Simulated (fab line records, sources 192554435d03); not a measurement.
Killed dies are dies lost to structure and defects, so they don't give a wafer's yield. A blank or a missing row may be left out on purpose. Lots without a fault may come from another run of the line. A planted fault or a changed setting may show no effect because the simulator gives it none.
Split-lot experiment | flow n5_finfet | 7 lots, 39 wafers read, on a route of 1938 steps

THE SPLIT
At N5_ZERO_LAYER_DEVELOP_10 (develop time 60 s), the setting develop_time_s was moved away from the recipe's 60 s on 18 of the 39 wafers read, by -42.3% to +50.0%. The other wafers ran this setting at the recipe's value.

FROM THE SPLIT TO THE READING: what the file shows between them, 1 step
- N5_ZERO_LAYER_HARDBAKE_23: time 120 s

THE READING
cd_nm, in nm, at N5_ZERO_LAYER_CD_MEAS_11 (target cd 2000 nm). Fault-free wafers of this fab line usually give 2000.2 nm, standard deviation 1.6 nm.

wafer  | tool, chamber at the split | develop_time_s as run, s | against the recipe | cd_nm, nm | against lot-mates on the recipe
L074.1 | litho_track-01, 0          | 60                       | recipe             | 2001.6    | -
L074.2 | litho_track-01, 0          | 46.2                     | -23.0%             | 1996.2    | -4.8
L074.3 | litho_track-01, 0          | 46.2                     | -23.0%             | 1997.6    | -3.4
L074.4 | litho_track-01, 0          | 60                       | recipe             | 2000.6    | -
L074.5 | litho_track-01, 0          | 46.2                     | -23.0%             | 1996.7    | -4.3
L074.6 | litho_track-01, 0          | 60                       | recipe             | 2000.9    | -
L080.1 | litho_track-02, 0          | 44.45                    | -25.9%             | 1994.1    | -6.6
L080.2 | litho_track-02, 0          | 44.45                    | -25.9%             | 1993.7    | -7.0
L080.3 | litho_track-02, 0          | 44.45                    | -25.9%             | 1992.5    | -8.2
L080.4 | litho_track-02, 0          | 60                       | recipe             | 1998.5    | -
L080.5 | litho_track-02, 0          | 60                       | recipe             | 2001.7    | -
L080.6 | litho_track-02, 0          | 60                       | recipe             | 2001.9    | -
L084.1 | litho_track-03, 0          | 50.94                    | -15.1%             | 1998.8    | -2.0
L084.2 | litho_track-03, 0          | 50.94                    | -15.1%             | 1997.2    | -3.6
L084.3 | litho_track-03, 0          | 60                       | recipe             | 1999.1    | -
L084.4 | litho_track-03, 0          | 50.94                    | -15.1%             | 1997.7    | -3.1
L084.5 | litho_track-03, 0          | 60                       | recipe             | 2000.9    | -
L084.6 | litho_track-03, 0          | 60                       | recipe             | 2002.5    | -
L085.1 | litho_track-01, 0          | 34.63                    | -42.3%             | 1989.3    | -11.4
L085.2 | litho_track-01, 0          | 34.63                    | -42.3%             | 1990.9    | -9.8
L085.3 | litho_track-01, 0          | 60                       | recipe             | 1999.2    | -
L085.4 | litho_track-01, 0          | 60                       | recipe             | 2000.3    | -
L085.5 | litho_track-01, 0          | 34.63                    | -42.3%             | 1989.7    | -11.0
L085.6 | litho_track-01, 0          | 60                       | recipe             | 2002.7    | -
L086.1 | litho_track-01, 0          | 49.37                    | -17.7%             | 1995.7    | -5.1
L086.2 | litho_track-01, 0          | 49.37                    | -17.7%             | 1995.0    | -5.8
L086.3 | litho_track-01, 0          | 60                       | recipe             | 2000.1    | -
L086.4 | litho_track-01, 0          | 60                       | recipe             | 2001.1    | -
L086.5 | litho_track-01, 0          | 49.37                    | -17.7%             | 1996.9    | -3.9
L086.6 | litho_track-01, 0          | 60                       | recipe             | 2001.3    | -
L088.1 | litho_track-03, 0          | 60                       | recipe             | 2000.5    | -
L088.2 | litho_track-03, 0          | 90.02                    | +50.0%             | 2010.3    | +9.1
L088.3 | litho_track-03, 0          | 90.02                    | +50.0%             | 2008.4    | +7.2
L088.4 | litho_track-03, 0          | 90.02                    | +50.0%             | 2009.0    | +7.8
L088.5 | litho_track-03, 0          | 60                       | recipe             | 2001.8    | -
L088.6 | litho_track-03, 0          | 60                       | recipe             | 2001.3    | -
L097.1 | litho_track-01, 0          | 60                       | recipe             | 1998.8    | -
L097.2 | litho_track-01, 0          | 60                       | recipe             | 2000.0    | -
L097.3 | litho_track-01, 0          | 60                       | recipe             | 1999.8    | -

THE FIT
A straight line over all 39 wafers: cd_nm changes by +0.208 nm for each +1% of develop_time_s; r = +0.96; the points scatter about the line by 1.4 nm.
The same after taking each lot's own level away (the mean of its wafers on the recipe; 39 wafers): +0.205 nm for each +1%; r = +0.96; scatter 1.3 nm.
On that fit, the largest move of develop_time_s shifts the reading by 10 nm.
The lots' own levels span 1999.53 to 2001.20 nm, that is 1.0 times the standard deviation above.
So the lot-to-lot level changes the slope little: the two slopes agree.
Check: with one of the wafers moved furthest among these (+50.0%) left out of the fit, the line predicts +9.86 nm for it against its lot-mates. It came out at +9.1 nm against them.

THE WHOLE CHAIN: every reading that the file lists as answering this split, in the file's order
step                     | what it does             | reading                                                           | change (the file's fit)               | r (the file's)
N5_ZERO_LAYER_CD_MEAS_11 | target cd 2000 nm        | cd_nm                                                             | +0.212 nm for each +1% of the setting | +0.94
N5_ZERO_LAYER_DESCUM_16  | chemistry O2, time 7.9 s | ZERO_LAYER.cd_nm (the simulator's own value, which no gauge read) | +0.214 nm for each +1% of the setting | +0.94

THE FILE'S OWN FIT
cd_nm changes by +0.212 nm for each +1% of develop_time_s, r = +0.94.
